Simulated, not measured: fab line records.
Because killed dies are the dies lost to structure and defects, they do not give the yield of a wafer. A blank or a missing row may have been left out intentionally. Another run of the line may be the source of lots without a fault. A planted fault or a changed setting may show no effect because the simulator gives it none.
Chamber matching | flow n5-finfet | rie-diel-06 running N5_HKMG_FIN_ETCH_31: 4 sister chambers
The step etches SiARC in CF4, target depth 45.5 nm, time 75.8 s. 4 wafers are shown with their chamber, then 7 later ones without.

== EACH WAFER AND ITS CHAMBER ==
wafer  | chamber | throttle-valve-pct (%)
L074.5 | 1       | 15.66
L081.1 | 2       | 15.17
L085.1 | 0       | 15.44
L085.2 | 3       | 15.84

== WAFERS WHOSE CHAMBER IS MISSING ==
wafer  | throttle-valve-pct (%)
L085.6 | 15.86
L088.3 | 15.21
L088.5 | 15.45
L088.6 | 15.85
L092.1 | 15.21
L092.2 | 15.74
L092.3 | 15.86

== THE CHAMBER EACH PASSED THROUGH ==
wafer  | from the rows above     | in truth
L085.6 | 3                       | 3
L088.3 | 2                       | 2
L088.5 | 0                       | 0
L088.6 | 3                       | 3
L092.1 | 2                       | 2
L092.2 | can't be placed: 1 or 3 | 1
L092.3 | 3                       | 3
6 of 7 placed correctly. Can't be placed from these rows: 1 (the true chamber is among the candidates in 1). 0 placed wrongly.
How it was worked out, from the rows above alone: a wafer's distance from a chamber is the root of the sum, over the readings, of the square of ((its reading less the chamber's mean) divided by the reading's scatter). The wafer belongs to the nearest chamber; if the next one is less than 2 further off, it can't be placed. A chamber's mean is the mean of its shown wafers. The scatter: with one shown wafer a chamber, the root of the mean of the squares of how far each hidden wafer lies from its nearest shown one.
